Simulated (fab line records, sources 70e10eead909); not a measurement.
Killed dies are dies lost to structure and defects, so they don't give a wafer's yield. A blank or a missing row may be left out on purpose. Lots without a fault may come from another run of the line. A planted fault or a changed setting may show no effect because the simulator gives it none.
fab line records | flow nand_harc
record lots=5 wafers=15 last_day=30
route steps=1302 shown P_GATE@126 END@1302
lots that met no fault: from a run of the same line without faults
start_h: hours from the record's first day to the start of the lot's first wafer shown | wait_h: hours since the lot's step before | " the same as in the row above | L1.1+2: a row that stands for several wafers | - no value, or no start given | * or withheld: withheld | < > ~ a bound
route shown NAME@n: a module of which the file shows steps, and the number in the route of the first | usual: mean/standard deviation of fault-free wafers | same: alike in all rows | chamber/n: place in a boat | sites: the reading at each site | _std_site: their standard deviation | _edge_site: outer sites' mean less inner sites' | radius_mm: how far each site lies from the wafer's centre | mask NAME#n: copy n | behind: the tool/chamber that last shaped the wafer | hold: why the lot was held/for how many hours/how that ended | device: the transistor (n, p or np) that didn't switch | end of line: the same wafers' tests at the end of the route | a step without rows: its recipe alone | killed: dies lost to structure and defects at the first sort, not the wafer's yield | map: a wafer's dies, x killed, . not, _ none there
set.NAME: the setting as run; set.NAME@STEP: as run at that earlier step | model.NAME: the simulator's own value behind a step, which no gauge read
lots at some steps of the route; a table a step, a row a wafer
services: from which hour (start_h, from the record's first day; less than 0 if before it) a tool's chamber was out of use, for how many hours, and why
## steps
# step NHARC_P_GATE_STRIP_15
# recipe time_s=780 temp_c=130 chemistry=SPM
# step NHARC_P_GATE_PRECLEAN_71
# recipe time_s=* temp_c=50 bath_age_min=0 chemistry=SC1
# step NHARC_P_GATE_SRD_72
# step NHARC_P_GATE_OXIDE_16
# recipe target_thk_a=30 temp_c=875 ox_time_s=392 material=SiO2
# step NHARC_P_GATE_CVD_17
# recipe target_thk_a=1500 temp_c=620 time_s=900 material=poly-Si
# step NHARC_P_GATE_HM_DEP_102
# recipe target_thk_a=1200 temp_c=400 material=aC
# usual throttle_valve_pct=35.000/0.0083
# columns lot.wafer tool chamber start_h wait_h throttle_valve_pct
L568.1 acl_dep-03 0 106.00 1.2 35.012
L568.5 " 0 " " 35.005
L568.6 " 0 " " 34.998
L570.1 acl_dep-01 0 127.82 4.2 35.007
L570.3 " 0 " " 35.000
L570.4 " 0 " " 34.990
L573.2 acl_dep-02 0 149.86 0.5 34.998
L573.3 " 0 " " 34.991
L573.5 " 0 " " 35.000
L580.1 acl_dep-02 0 240.50 3.6 35.007
L580.2 " 0 " " 35.002
L580.4 " 0 " " 34.993
L581.4 acl_dep-02 0 241.45 4.5 34.995
L581.5 " 0 " " 35.013
L581.6 " 0 " " 35.013
# step NHARC_P_GATE_DEP_103
# recipe target_thk_a=300 target_thk_nm=30 temp_c=400 flow_sccm=200 rf_w=350 material=SiON
# usual heater_power_outer_w=444/58 heater_power_w=734/88
# columns lot.wafer tool chamber start_h wait_h heater_power_outer_w heater_power_w
L568.1 pecvd-02 1 106.70 0.6 463 755
L568.5 " 0 " " 548 887
L568.6 " 2 " " 364 614
L570.1 pecvd-01 0 128.48 0.6 471 811
L570.3 " 1 " " 517 855
L570.4 " 2 " " 526 824
L573.2 pecvd-01 1 150.57 0.6 512 861
L573.3 " 2 " " 481 749
L573.5 " 1 " " 405 686
L580.1 pecvd-01 1 241.18 0.6 446 718
L580.2 " 2 " " 431 699
L580.4 " 2 " " 429 678
L581.4 pecvd-02 1 241.94 0.4 366 622
L581.5 " 2 " " 418 690
L581.6 " 0 " " 562 927
# step NHARC_P_GATE_DEHYDRATE_18
# recipe temp_c=150 time_s=120
# step NHARC_P_GATE_HMDS_19
# recipe time_s=30
# step NHARC_P_GATE_COAT_20
# recipe spin_rpm=1500 resist_thk_nm=90
# step NHARC_P_GATE_SOFTBAKE_21
# recipe temp_c=105 time_s=55
# step NHARC_P_GATE_EBR_22
# step NHARC_P_GATE_EXPOSE_23
# recipe na=1.35 target_cd_nm=120 dose_mj=93.91 mask_id=P_GATE
# same na=1.35
# columns lot.wafer tool chamber start_h wait_h mask
L568.1+5+6 arfi_scanner-01 0 107.21 - P_GATE#0
L570.1+3+4 arfi_scanner-02 0 129.05 - P_GATE#0
L573.2+3+5 arfi_scanner-02 0 151.23 - P_GATE#0
L580.1+2+4 arfi_scanner-01 0 241.57 - P_GATE#0
L581.4+5+6 arfi_scanner-02 0 242.41 - P_GATE_R1#0
# step NHARC_P_GATE_PEB_24
# recipe peb_temp_c=100 peb_time_s=65
# step NHARC_P_GATE_DEVELOP_25
# recipe develop_time_s=35 dev_temp_c=23
# step NHARC_P_GATE_CD_MEAS_26
# recipe target_cd_nm=120 landing_energy_ev=500
# usual cd_nm=120.4/0.79
# columns lot.wafer tool chamber start_h wait_h cd_nm
L568.1 cd_sem-02 0 107.35 - 121.4
L568.5 " 0 " " 121.2
L568.6 " 0 " " 121.4
L570.1 cd_sem-02 0 129.19 - 120.8
L570.3 " 0 " " 119.2
L570.4 " 0 " " 120.8
L573.2 cd_sem-01 0 151.38 - 120.1
L573.3 " 0 " " 119.8
L573.5 " 0 " " 120.2
L580.1 cd_sem-02 0 241.70 - 121.4
L580.2 " 0 " " 120.3
L580.4 " 0 " " 119.3
L581.4 cd_sem-02 0 242.55 - 109.8
L581.5 " 0 " " 110.7
L581.6 " 0 " " 110.8
# step NHARC_P_GATE_OVL_MEAS_27
# usual overlay_x_nm=-0.1/0.62 overlay_y_nm=-0.2/0.81
# columns lot.wafer tool chamber start_h wait_h overlay_x_nm overlay_y_nm
L568.1 overlay-02 - 107.43 - 0.1 1.0
L568.5 " - " " -0.2 0.8
L568.6 " - " " 0.0 0.9
L570.1 overlay-01 - 129.27 - 0.3 0.5
L570.3 " - " " 1.2 1.2
L570.4 " - " " 0.4 1.0
L573.2 overlay-01 - 151.46 - 0.8 -0.4
L573.3 " - " " 0.7 0.1
L573.5 " - " " 1.1 0.2
L580.1 overlay-01 - 241.79 - 0.0 -0.8
L580.2 " - " " 0.0 -0.1
L580.4 " - " " -0.2 0.0
L581.4 overlay-01 - 242.63 - 0.4 -0.2
L581.5 " - " " -0.2 -0.1
L581.6 " - " " -0.9 0.3
# step NHARC_P_GATE_INSPECT_28
# usual raw_defect_count=6/3.5
# columns lot.wafer tool chamber start_h wait_h raw_defect_count
L568.1 defect_inspect-01 - 107.47 0.0 8
L568.5 " - " " 5
L568.6 " - " " 5
L570.1 defect_inspect-02 - 129.31 0.0 7
L570.3 " - " " 3
L570.4 " - " " 2
L573.2 defect_inspect-01 - 151.50 0.0 7
L573.3 " - " " 5
L573.5 " - " " 2
L580.1 defect_inspect-01 - 241.83 0.0 6
L580.2 " - " " 4
L580.4 " - " " 7
L581.4 defect_inspect-02 - 242.66 0.0 7
L581.5 " - " " 7
L581.6 " - " " 8
# step NHARC_P_GATE_DESCUM_31
# recipe time_s=3 o2_flow_sccm=200 ar_flow_sccm=0 bias_power_w=0 chemistry=O2
# usual drypump_motor_current_A=5.8/0.53 oes_product_au=0.998/0.014 rf_vpp_V=57.8/0.93 showerhead_plenum_p_Torr=1.92/0.064 throttle_valve_pct=11.311/0.0085
# columns lot.wafer tool chamber start_h wait_h drypump_motor_current_A oes_product_au rf_hours_counter_h rf_vpp_V showerhead_plenum_p_Torr throttle_valve_pct model.P_GATE.cd_nm
L568.1 rie_diel-05 2 107.53 0.1 5.7 1.004 1.6 59.2 1.89 11.326 121.6
L568.6 " 2 " " 5.6 1.000 - 60.1 1.89 11.300 121.9
L568.5 " 3 " " 5.4 0.982 - 57.1 1.90 11.310 120.3
L570.3 rie_diel-03 2 129.37 0.1 6.3 1.013 0.4 57.2 1.87 11.314 119.9
L570.4 " 0 " " 4.8 1.031 0.4 57.9 2.00 11.308 120.3
L570.1 " 1 " " 5.0 1.016 0.4 59.5 2.07 11.301 118.8
L573.2 rie_diel-08 2 151.56 0.1 5.5 0.953 6.2 56.1 1.91 11.297 119.4
L573.3 " 0 " " 5.8 0.988 7.8 59.1 1.87 11.323 119.8
L573.5 " 3 " " 5.9 0.986 - 57.9 1.92 11.317 120.5
L580.2 rie_diel-08 0 241.89 0.1 5.8 0.994 1.2 57.3 1.87 11.316 121.3
L580.4 " 1 " " 5.7 1.000 1.9 57.3 1.91 11.314 119.7
L580.1 " 3 " " 5.9 0.986 1.2 57.6 1.92 11.312 121.8
L581.4 rie_diel-05 1 242.72 0.1 6.4 1.003 0 56.8 1.93 11.325 110.4
L581.6 " 1 " " 6.3 1.003 - 57.3 1.93 11.309 111.1
L581.5 " 2 " " 5.6 1.001 - 57.1 1.89 11.318 111.9
# step NHARC_P_GATE_ETCH_104
# recipe target_depth_a=600 time_s=withheld cf4_flow_sccm=100 chf3_flow_sccm=30 ar_flow_sccm=0 rf_w=500 bias_w=200 chemistry=CF4/CHF3
# usual drypump_motor_current_A=5.7/0.52 oes_product_au=0.956/0.021 rf_vpp_V=370.9/1.8 showerhead_plenum_p_Torr=1.58/0.051 throttle_valve_pct=16.802/0.0087
# columns lot.wafer tool chamber start_h wait_h drypump_motor_current_A oes_product_au rf_vpp_V showerhead_plenum_p_Torr throttle_valve_pct
L568.1 rie_diel-05 3 107.62 0.1 5.3 0.952 370.6 1.56 16.806
L568.5 " 3 " " 5.3 0.947 370.6 1.56 16.807
L568.6 " 0 " " 5.5 0.975 368.1 1.51 16.817
L570.1 rie_diel-03 2 129.46 0.1 6.3 0.977 369.8 1.54 16.797
L570.4 " 3 " " 6.7 0.972 373.2 1.65 16.783
L570.3 " 0 " " 4.8 0.999 372.6 1.64 16.794
L573.3 rie_diel-08 0 151.64 0.1 5.8 0.960 372.1 1.54 16.808
L573.2 " 3 " " 5.9 0.938 370.6 1.58 16.810
L573.5 " 1 " " 5.7 0.973 370.1 1.57 16.791
L580.1 rie_diel-08 3 241.98 0.1 5.9 0.950 370.3 1.58 16.813
L580.2 " 1 " " 5.6 0.955 371.0 1.57 16.808
L580.4 " 2 " " 5.6 0.962 369.3 1.57 16.793
L581.4 rie_diel-05 2 242.81 0.1 5.7 0.970 370.0 1.55 16.802
L581.6 " 1 " " 6.3 0.967 371.5 1.59 16.804
L581.5 " 2 " " 5.7 0.963 371.1 1.55 16.805
# step NHARC_P_GATE_HM_OPEN_105
# recipe target_depth_a=3600 o2_flow_sccm=400 cos_flow_sccm=20 ar_flow_sccm=0 rf_w=500 bias_w=300 chemistry=O2/COS
# usual drypump_motor_current_A=5.7/0.53 oes_product_au=0.998/0.014 rf_vpp_V=467.4/2.3 showerhead_plenum_p_Torr=3.14/0.1 throttle_valve_pct=28.330/0.0091
# columns lot.wafer tool chamber start_h wait_h drypump_motor_current_A oes_product_au rf_hours_counter_h rf_vpp_V showerhead_plenum_p_Torr throttle_valve_pct
L568.1 rie_diel-05 0 - - 5.5 0.999 2.0 464.8 2.99 28.332
L568.5 " 2 " " 5.7 1.001 - 466.0 3.09 28.327
L568.6 " 3 " " 5.3 0.999 - 466.3 3.10 28.319
L570.3 rie_diel-03 3 - - 6.7 1.011 0.5 470.1 3.27 28.305
L570.4 " 1 " " 5.0 1.004 0.4 471.9 3.36 28.328
L570.1 " 2 " " 6.3 1.014 0.5 465.7 3.05 28.327
L573.3 rie_diel-08 3 - - 5.9 0.994 8.1 467.4 3.13 28.322
L573.2 " 2 " " 5.6 0.970 6.3 467.1 3.12 28.340
L573.5 " 0 " " 5.8 0.990 - 467.3 3.06 28.337
L580.2 rie_diel-08 0 - - 5.8 0.986 1.2 465.2 3.05 28.338
L580.1 " 1 " " 5.7 0.995 1.9 468.6 3.11 28.343
L580.4 " 2 " " 5.6 0.984 2.0 466.7 3.12 28.326
L581.4 rie_diel-05 1 - - 6.3 1.016 0.0 468.6 3.15 28.331
L581.6 " 0 " " 5.5 0.973 - 463.6 2.99 28.322
L581.5 " 1 " " 6.4 1.010 - 467.7 3.15 28.317
# step NHARC_P_GATE_STRIP_106
# recipe o2_flow_sccm=400 cos_flow_sccm=20 ar_flow_sccm=0 bias_w=0 chemistry=O2/COS
# step NHARC_P_GATE_ETCH_114
# recipe target_depth_a=300 overetch_a=30 time_s=16.5 ion_energy_ev=100 cf4_flow_sccm=80 o2_flow_sccm=20 ar_flow_sccm=0 rf_w=300 bias_w=100 chemistry=CF4/O2
# usual drypump_motor_current_A=5.7/0.54 oes_product_au=0.997/0.014 rf_vpp_V=197.9/1.3 showerhead_plenum_p_Torr=1.34/0.044 throttle_valve_pct=13.398/0.0088
# columns lot.wafer tool chamber start_h wait_h drypump_motor_current_A oes_product_au rf_hours_counter_h rf_vpp_V showerhead_plenum_p_Torr throttle_valve_pct
L568.1 rie_diel-05 3 - - 5.3 0.993 1.7 197.8 1.33 13.394
L568.5 " 3 " " 5.3 0.989 - 198.1 1.33 13.384
L568.6 " 0 " " 5.5 1.001 - 196.6 1.28 13.386
L570.1 rie_diel-03 3 - - 6.7 1.003 0.6 199.4 1.40 13.420
L570.3 " 0 " " 4.8 1.022 0.5 198.7 1.39 13.403
L570.4 " 2 " " 6.3 1.014 0.5 197.4 1.30 13.386
L573.2 rie_diel-08 3 - - 5.9 0.987 8.1 198.7 1.34 13.401
L573.3 " 1 " " 5.7 1.005 7.8 198.3 1.33 13.386
L573.5 " 3 " " 5.9 0.991 - 198.5 1.34 13.394
L580.2 rie_diel-08 0 - - 5.8 0.984 1.2 197.4 1.30 13.393
L580.4 " 2 " " 5.6 0.988 2.0 198.1 1.33 13.388
L580.1 " 3 " " 5.9 0.979 1.3 198.1 1.34 13.399
L581.4 rie_diel-05 2 - - 5.7 0.999 0.0 196.5 1.32 13.385
L581.6 " 1 " " 6.3 1.005 - 196.6 1.35 13.409
L581.5 " 2 " " 5.7 1.007 - 196.8 1.32 13.400
# step NHARC_P_GATE_ETCH_32
# recipe target_depth_a=1500 over_etch_frac=1 over_etch_ion_energy_ev=40 time_s=100.1 hbr_flow_sccm=150 cl2_flow_sccm=50 rf_w=400 icp_w=400 bias_w=100 chemistry=HBr/Cl2
# usual drypump_motor_current_A=5.5/0.41 oes_product_au=1.005/0.011 throttle_valve_pct=26.406/0.0081
# same over_etch_frac=1
# columns lot.wafer tool chamber start_h wait_h drypump_motor_current_A oes_product_au rf_hours_counter_h throttle_valve_pct model.P_GATE.cd_nm
L568.1 rie_si-06 1 108.01 - 5.8 1.013 0.25 26.411 125.2
L568.5 " 0 " " 5.7 0.996 - 26.403 114.4
L568.6 " 1 " " 5.8 1.005 - 26.409 124.6
L570.4 rie_si-06 0 129.83 - 5.7 0.989 0.41 26.392 110.5
L570.1 " 2 " " 4.8 1.019 0.29 26.410 115.5
L570.3 " 3 " " 5.7 1.012 0.29 26.396 121
L573.2 rie_si-02 0 152.05 - 5.3 0.989 0.17 26.408 122.6
L573.3 " 1 " " 6.2 0.986 0.19 26.392 121.3
L573.5 " 3 " " 5.5 1.019 - 26.395 113.3
L580.4 rie_si-06 3 242.36 - 5.7 1.013 0.83 26.414 126.5
L580.1 " 0 " " 5.7 0.991 1.06 26.410 121.3
L580.2 " 1 " " 5.8 1.002 1.14 26.401 123.9
L581.4 rie_si-01 3 243.23 - 6.0 0.986 0.16 26.409 111.1
L581.6 " 0 " " 5.2 1.011 - 26.394 106.5
L581.5 " 1 " " 4.9 1.015 - 26.400 111
# step NHARC_P_GATE_STRIP_108
# recipe o2_flow_sccm=500 ar_flow_sccm=0 bias_w=0 chemistry=O2
# step NHARC_END_SORT_01
# recipe temp_c=25
# usual killed_at_array=56/20 killed_at_other=0.9/1.1 killed_at_periphery=3.7/3 killed_dies=61/21 killed_open=2.9/1.6 killed_short=2.6/1.4
# same gross_dies=677
# columns lot.wafer tool chamber start_h wait_h killed_at_array killed_at_other killed_at_periphery killed_dies killed_open killed_short
L581.6 prober-01 0 698.35 4.0 73 0 9 82 4 3
# killed by level:class
L581.6 A_SLIT:chamber_film_flake=27 A_CHANNEL_HOLE_D1:chamber_film_flake=27 P_GATE:chamber_film_flake=5 A_STAIRCASE:chamber_film_flake=4 A_ONON_D2:geometric_particle:short=2 A_CHANNEL_HOLE_D2:chamber_film_flake=2 A_WL_FILL:chamber_film_flake=2 A_CONTACT:chamber_film_flake=2
## services
# columns tool chamber start_h hours kind
pecvd-01 1 83.51 2.0 repair
rie_diel-03 2 83.60 3.6 repair
rie_si-06 - 85.23 0.4 repair
arfi_scanner-01 - 93.76 0.2 repair
pecvd-01 2 95.98 24.0 repair
rie_si-02 - 100.00 9.0 pm
rie_diel-03 - 104.97 9.0 pm
rie_diel-08 2 109.12 13.6 repair
rie_diel-05 2 118.33 6.6 repair
pecvd-01 - 130.12 13.0 pm
rie_diel-05 0 132.21 8.8 repair
arfi_scanner-02 - 140.00 4.0 pm
rie_diel-03 1 146.73 4.7 repair
rie_si-06 0 150.32 11.0 repair
rie_diel-03 3 153.09 8.0 repair
pecvd-01 0 156.73 21.7 repair
rie_si-06 2 164.89 4.2 repair
rie_si-06 - 173.11 0.2 repair
pecvd-02 2 186.71 4.3 repair
rie_diel-05 - 189.25 0.5 repair
rie_diel-03 - 190.71 3.3 repair
rie_diel-08 - 191.10 9.0 pm
pecvd-02 - 227.00 13.0 pm
rie_diel-05 - 229.96 9.0 pm
## key
first_sign step=NHARC_P_GATE_EXPOSE_23 reading=mask direction=changed
effect step=NHARC_P_GATE_CD_MEAS_26 reading=cd_nm direction=down sigmas=13 usual=120.4 struck=110.5
model_effect step=NHARC_P_GATE_DESCUM_31 value=P_GATE.cd_nm without=121.6 struck=111.1
model_effect step=NHARC_P_GATE_ETCH_32 value=P_GATE.cd_nm without=119.9 struck=109.5
met_at NHARC_P_GATE_EXPOSE_23
struck_wafers L581.4,L581.5,L581.6
tester_left_out L581
onset_between 151.23 242.41
fault kind=wrong_mask tool=any chamber=- onset_h=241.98 steps=NHARC_P_GATE_EXPOSE_23 aux_copy=P_GATE_R1#0 cd_offset_nm=-10.423 scope=struck_lots_only
# tester_left_out: of these lots the tester's yield and bins aren't shown, on N5 and GAA mostly nor the transistor test; their killed dies are dies lost to structure and defects alone, not to doping, threshold or leakage, so they don't give the yield
